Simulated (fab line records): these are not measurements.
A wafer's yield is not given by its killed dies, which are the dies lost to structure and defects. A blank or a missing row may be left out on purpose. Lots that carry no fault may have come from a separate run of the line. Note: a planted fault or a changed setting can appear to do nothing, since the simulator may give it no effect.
Matching of chambers + flow nandHarc + 4 sister chambers for NHARC_A_CHANNEL_FILL_D2_CMP_10 on cmp-02
The step polishes, target thk 150 nm. 8 wafers are shown with their chamber, then 11 later ones without.

WAFERS PAIRED WITH THEIR CHAMBERS
| wafer  | chamber | motorCurrentA (A) | timeToEndpointS (s) |
|--------|---------|-------------------|---------------------|
| L085.3 | 0       | 13.3              | 13.6                |
| L086.1 | 2       | 11.4              | 16.0                |
| L086.5 | 2       | 11.7              | 15.3                |
| L087.5 | 1       | 9.3               | 16.2                |
| L088.2 | 1       | 10.1              | 13.6                |
| L088.4 | 0       | 13.7              | 16.7                |
| L088.6 | 3       | 9.9               | 14.4                |
| L090.1 | 3       | 9.7               | 15.2                |

WAFERS WITHOUT THEIR CHAMBER
| wafer  | motorCurrentA (A) | timeToEndpointS (s) |
|--------|-------------------|---------------------|
| L090.3 | 13.5              | 14.7                |
| L090.6 | 9.9               | 17.8                |
| L092.3 | 9.7               | 15.7                |
| L092.4 | 10.8              | 17.4                |
| L092.6 | 13.9              | 15.3                |
| L094.2 | 11.6              | 15.5                |
| L094.5 | 10.0              | 16.6                |
| L094.6 | 13.2              | 17.2                |
| L097.2 | 13.4              | 14.7                |
| L097.3 | 9.8               | 15.4                |
| L097.6 | 11.1              | 15.4                |

WHICH CHAMBER EACH ONE RAN IN
| wafer  | from the rows above          | in truth |
|--------|------------------------------|----------|
| L090.3 | 0                            | 0        |
| L090.6 | can't be placed: 1 or 3      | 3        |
| L092.3 | can't be placed: 1 or 3      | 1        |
| L092.4 | can't be placed: 2 or 3 or 1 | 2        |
| L092.6 | 0                            | 0        |
| L094.2 | 2                            | 2        |
| L094.5 | can't be placed: 3 or 1      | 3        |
| L094.6 | 0                            | 0        |
| L097.2 | 0                            | 0        |
| L097.3 | can't be placed: 3 or 1      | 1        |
| L097.6 | 2                            | 2        |
Correctly placed: 6 of 11. These rows do not allow placing 5 (true chamber among the candidates in 5). 0 placed wrongly.
How it was worked out, from the rows above alone: a wafer's distance from a chamber is the root of the sum, over the readings, of the square of ((its reading less the chamber's mean) divided by the reading's scatter). If the next closest chamber is less than 2 further off than the closest, the wafer can't be placed; otherwise it belongs to the closest. For every chamber, the mean is computed from those of its wafers that are shown. How the scatter is found: for the shown wafers, subtract from each reading the mean of its chamber, square and add these, divide the total by (wafers less chambers), then take the root.
